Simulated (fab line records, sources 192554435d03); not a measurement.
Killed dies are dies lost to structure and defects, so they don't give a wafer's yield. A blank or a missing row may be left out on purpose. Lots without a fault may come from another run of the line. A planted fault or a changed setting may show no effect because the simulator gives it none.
Which tool did it? | flow n5_finfet | 24 lots, 72 wafers sampled, at 4 steps of a route of 1938

WHAT THE GAUGES READ, wafer by wafer
N5_BEOL_M1_OVL_MEAS_12. Usual: M1_OVL 0.2 nm, standard deviation 0.71.
lot  | measured     | on         | M1_OVL (nm)    | flag
L074 | day 6 02:20  | overlay-02 | 0.1 0.2 1.3    |
L075 | day 6 06:28  | overlay-01 | 1.4 -0.8 -0.7  |
L076 | day 6 16:22  | overlay-01 | 0.6 0.7 -0.1   |
L078 | day 7 04:32  | overlay-01 | -0.1 -0.2 -0.1 |
L077 | day 7 06:08  | overlay-01 | 0.7 -0.7 -0.8  |
L079 | day 7 10:07  | overlay-02 | 0.1 0.0 -0.7   |
L080 | day 7 15:13  | overlay-01 | -0.1 0.8 -1.7  |
L081 | day 7 18:31  | overlay-02 | 0.6 1.2 0.2    |
L082 | day 8 05:57  | overlay-02 | -0.1 0.4 0.6   |
L083 | day 8 06:17  | overlay-02 | 0.7 0.4 1.4    |
L084 | day 8 16:49  | overlay-02 | -0.3 0.3 0.6   |
L085 | day 9 01:57  | overlay-01 | 1.7 1.5 0.0    |
L087 | day 9 09:26  | overlay-01 | -0.2 -0.2 -0.4 |
L086 | day 9 09:50  | overlay-02 | -0.2 1.8 0.8   |
L088 | day 9 19:35  | overlay-02 | 1.2 0.5 1.0    |
L089 | day 9 23:07  | overlay-01 | -1.0 0.6 0.7   |
L090 | day 10 05:59 | overlay-01 | 0.6 -0.1 -0.6  |
L091 | day 10 06:11 | overlay-01 | 0.3 0.6 1.1    |
L092 | day 10 10:25 | overlay-01 | 0.4 0.2 0.3    |
L093 | day 10 19:51 | overlay-01 | 0.2 0.3 -0.1   |
L094 | day 11 01:23 | overlay-01 | 0.2 0.0 1.1    |
L095 | day 11 04:39 | overlay-01 | 0.8 -0.6 -0.5  |
L096 | day 11 18:19 | overlay-02 | 0.8 0.7 0.0    |
L097 | day 12 03:44 | overlay-02 | -0.6 0.5 0.7   |

N5_BEOL_M1_OCD_MEAS_38. Usual: trench_depth_nm 55.0 nm, standard deviation 1.1.
lot  | measured     | on     | trench_depth_nm (nm) | flag
L074 | day 6 06:01  | ocd-01 | 53.9 55.3 57.0       |
L075 | day 6 08:50  | ocd-02 | 54.4 53.7 57.1       |
L076 | day 6 18:54  | ocd-02 | 55.2 53.9 54.9       |
L078 | day 7 08:37  | ocd-02 | 54.9 54.3 55.0       |
L077 | day 7 11:18  | ocd-02 | 54.4 55.5 54.7       |
L079 | day 7 14:25  | ocd-01 | 56.1 53.4 53.6       |
L080 | day 7 16:59  | ocd-01 | 54.3 55.1 54.3       |
L081 | day 7 20:29  | ocd-02 | 53.9 54.7 54.8       |
L082 | day 8 10:25  | ocd-01 | 55.0 54.3 54.3       |
L083 | day 8 18:07  | ocd-01 | 55.5 54.1 55.5       |
L084 | day 9 01:11  | ocd-02 | 53.5 54.4 57.6       |
L085 | day 9 05:16  | ocd-01 | 55.7 55.2 55.7       |
L087 | day 9 12:08  | ocd-01 | 54.6 54.1 55.4       |
L086 | day 9 21:11  | ocd-01 | 55.2 57.3 54.4       |
L088 | day 10 18:47 | ocd-01 | 54.5 54.5 54.0       |
L089 | day 10 02:02 | ocd-01 | 55.8 56.7 57.1       |
L090 | day 10 21:47 | ocd-01 | 54.0 56.6 54.3       |
L091 | day 10 15:34 | ocd-01 | 53.5 54.3 54.4       |
L092 | day 11 00:21 | ocd-01 | 55.5 54.5 54.3       |
L093 | day 11 14:01 | ocd-02 | 55.5 54.4 57.0       |
L094 | day 12 00:08 | ocd-02 | 55.5 56.7 54.4       |
L095 | day 12 03:52 | ocd-01 | 55.4 53.8 53.8       |
L096 | day 12 07:29 | ocd-02 | 56.8 54.0 54.3       |
L097 | day 12 13:08 | ocd-02 | 53.7 56.2 54.4       |

WHICH TOOL RAN EACH LOT (tool, then ch and the chambers of the sampled wafers, then the start)
lot  | N5_BEOL_M0_ANNEAL_117        | N5_BEOL_M1_ETCH_74
L074 | pvd_sputter-02, day 6 00:10  | rie_diel-03 ch 1,2,3, day 6 02:29
L075 | pvd_sputter-03, day 6 04:14  | rie_diel-03 ch 0,3, day 6 06:35
L076 | pvd_sputter-01, day 6 12:22  | rie_diel-03 ch 0,1,2, day 6 16:29
L078 | pvd_sputter-03, day 6 22:40  | rie_diel-03 ch 0,2,3, day 7 04:41
L077 | pvd_sputter-03, day 7 04:02  | rie_diel-01 ch 0,1, day 7 06:16
L079 | pvd_sputter-03, day 7 07:28  | rie_diel-01 ch 0,2,3, day 7 10:14
L080 | pvd_sputter-01, day 7 12:37  | rie_diel-01 ch 0,1, day 7 15:19
L081 | pvd_sputter-03, day 7 16:07  | rie_diel-01 ch 1,2,3, day 7 18:39
L082 | pvd_sputter-02, day 8 02:45  | rie_diel-01 ch 1,2,3, day 8 06:04
L083 | pvd_sputter-01, day 8 03:28  | rie_diel-03 ch 1,2,3, day 8 06:25
L084 | pvd_sputter-02, day 8 14:17  | rie_diel-03 ch 0,3, day 8 17:02
L085 | pvd_sputter-02, day 8 21:18  | rie_diel-01 ch 2,3, day 9 02:05
L087 | pvd_sputter-01, day 9 04:34  | rie_diel-03 ch 2,3, day 9 09:34
L086 | pvd_sputter-01, day 9 07:44  | rie_diel-04 ch 1,3, day 9 10:17
L088 | pvd_sputter-02, day 9 17:29  | rie_diel-01 ch 0,2,3, day 9 19:42
L089 | pvd_sputter-01, day 9 20:40  | rie_diel-03 ch 0,2,3, day 9 23:14
L090 | pvd_sputter-01, day 10 03:02 | rie_diel-03 ch 1,3, day 10 06:11
L091 | pvd_sputter-01, day 10 03:28 | rie_diel-04 ch 1,2,3, day 10 06:22
L092 | pvd_sputter-01, day 10 08:21 | rie_diel-01 ch 1,2, day 10 10:32
L093 | pvd_sputter-02, day 10 16:16 | rie_diel-04 ch 0,1,3, day 10 19:59
L094 | pvd_sputter-02, day 10 22:07 | rie_diel-03 ch 1,3, day 11 01:30
L095 | pvd_sputter-01, day 11 00:25 | rie_diel-04 ch 1,2, day 11 04:53
L096 | pvd_sputter-03, day 11 13:55 | rie_diel-01 ch 0,1,3, day 11 18:28
L097 | pvd_sputter-03, day 11 23:52 | rie_diel-04 ch 0,3, day 12 03:57
- N5_BEOL_M0_ANNEAL_117: time 60 s.
- N5_BEOL_M1_ETCH_74: etches underlayer in N2/H2, target depth 6.5 nm, time 5.2 s.

WHAT THE TOOLS THEMSELVES READ (means of the sampled wafers that have a number; where no wafer has one, the mark that the record gives instead)
N5_BEOL_M0_ANNEAL_117. Usual: heater_power_w 856 W, standard deviation 94.
lot  | tool           | heater_power_w (W) | flag
L074 | pvd_sputter-02 | 830                |
L075 | pvd_sputter-03 | 842                |
L076 | pvd_sputter-01 | 845                |
L078 | pvd_sputter-03 | 818                |
L077 | pvd_sputter-03 | 805                |
L079 | pvd_sputter-03 | 792                |
L080 | pvd_sputter-01 | 902                |
L081 | pvd_sputter-03 | 836                |
L082 | pvd_sputter-02 | 759                |
L083 | pvd_sputter-01 | 895                |
L084 | pvd_sputter-02 | 843                |
L085 | pvd_sputter-02 | 868                |
L087 | pvd_sputter-01 | 956                |
L086 | pvd_sputter-01 | 836                |
L088 | pvd_sputter-02 | 793                |
L089 | pvd_sputter-01 | 894                |
L090 | pvd_sputter-01 | 879                |
L091 | pvd_sputter-01 | 932                |
L092 | pvd_sputter-01 | 922                |
L093 | pvd_sputter-02 | 728                |
L094 | pvd_sputter-02 | 772                |
L095 | pvd_sputter-01 | 876                |
L096 | pvd_sputter-03 | 796                |
L097 | pvd_sputter-03 | 849                |

N5_BEOL_M1_ETCH_74. Usual: drypump_motor_current_A 5.8 A, standard deviation 0.56; etch_rf_on_time_s 5.18 s, standard deviation 0.18; oes_product_au 0.65 a.u., standard deviation 0.059; rf_vpp_V 524.3 V, standard deviation 2.5; showerhead_plenum_p_Torr 2.56 Torr, standard deviation 0.08; throttle_valve_pct 17.97 %, standard deviation 0.26.
lot  | tool        | drypump_motor_current_A (A) | etch_rf_on_time_s (s) | oes_product_au (a.u.) | rf_vpp_V (V) | showerhead_plenum_p_Torr (Torr) | throttle_valve_pct (%) | flag
L074 | rie_diel-03 | 5.7                         | 5.26                  | 0.68                  | 524.4        | 2.59                            | 17.92                  |
L075 | rie_diel-03 | 5.5                         | 5.11                  | 0.67                  | 523.2        | 2.53                            | 18.05                  |
L076 | rie_diel-03 | 5.3                         | 5.31                  | 0.63                  | 525.3        | 2.62                            | 18.13                  |
L078 | rie_diel-03 | 5.4                         | 5.14                  | 0.68                  | 524.7        | 2.56                            | 18.01                  |
L077 | rie_diel-01 | 6.1                         | 5.43                  | 0.58                  | 521.0        | 2.49                            | 17.90                  |
L079 | rie_diel-01 | 6.0                         | 5.15                  | 0.63                  | 525.8        | 2.60                            | 17.83                  |
L080 | rie_diel-01 | 6.2                         | 5.40                  | 0.58                  | 522.8        | 2.49                            | 17.90                  |
L081 | rie_diel-01 | 6.1                         | 5.09                  | 0.64                  | 525.1        | 2.58                            | 17.98                  |
L082 | rie_diel-01 | 6.1                         | 5.13                  | 0.63                  | 524.9        | 2.58                            | 17.99                  |
L083 | rie_diel-03 | 5.7                         | 5.23                  | 0.66                  | 524.9        | 2.59                            | 17.95                  |
L084 | rie_diel-03 | 5.9                         | 4.90                  | 0.71                  | 522.5        | 2.50                            | 17.87                  |
L085 | rie_diel-01 | 6.0                         | 5.03                  | 0.66                  | 526.9        | 2.65                            | 17.86                  |
L087 | rie_diel-03 | 5.3                         | 5.19                  | 0.68                  | 523.9        | 2.59                            | 18.00                  |
L086 | rie_diel-04 | 6.0                         | 5.18                  | 0.65                  | 522.7        | 2.51                            | 18.18                  |
L088 | rie_diel-01 | 6.0                         | 5.07                  | 0.69                  | 526.2        | 2.60                            | 17.71                  |
L089 | rie_diel-03 | 5.4                         | 5.16                  | 0.66                  | 524.4        | 2.56                            | 18.04                  |
L090 | rie_diel-03 | 6.2                         | 5.27                  | 0.65                  | 523.8        | 2.58                            | 17.93                  |
L091 | rie_diel-04 | 5.8                         | 5.17                  | 0.69                  | 523.0        | 2.50                            | 18.08                  |
L092 | rie_diel-01 | 6.1                         | 5.21                  | 0.61                  | 522.7        | 2.50                            | 18.14                  |
L093 | rie_diel-04 | 6.0                         | 5.18                  | 0.62                  | 523.9        | 2.54                            | 18.10                  |
L094 | rie_diel-03 | 6.3                         | 5.11                  | 0.68                  | 524.5        | 2.52                            | 17.80                  |
L095 | rie_diel-04 | 5.8                         | 5.13                  | 0.70                  | 522.3        | 2.48                            | 18.19                  |
L096 | rie_diel-01 | 6.2                         | 5.16                  | 0.66                  | 523.5        | 2.53                            | 17.80                  |
L097 | rie_diel-04 | 5.9                         | 5.24                  | 0.59                  | 525.6        | 2.59                            | 17.88                  |

THE ANSWER, worked out from the rows above alone
Rule: a lot is off if the mean of its wafers that have a number lies more than 3 standard deviations from the usual mean. A lot without any number at a reading at which 4 lots or more have one is off too. The other lots that the step has rows for count as sound. The gauges are gone through in route order, then the tools' own readings, and for those a lot's mean is taken as printed above. The first step at which some lot is off is used, and at that step the reading that is off furthest; a lot without a number counts as furthest.
No lot is off at any reading shown: from this, nothing can be told.

WHAT THE SIMULATOR HAD PUT IN
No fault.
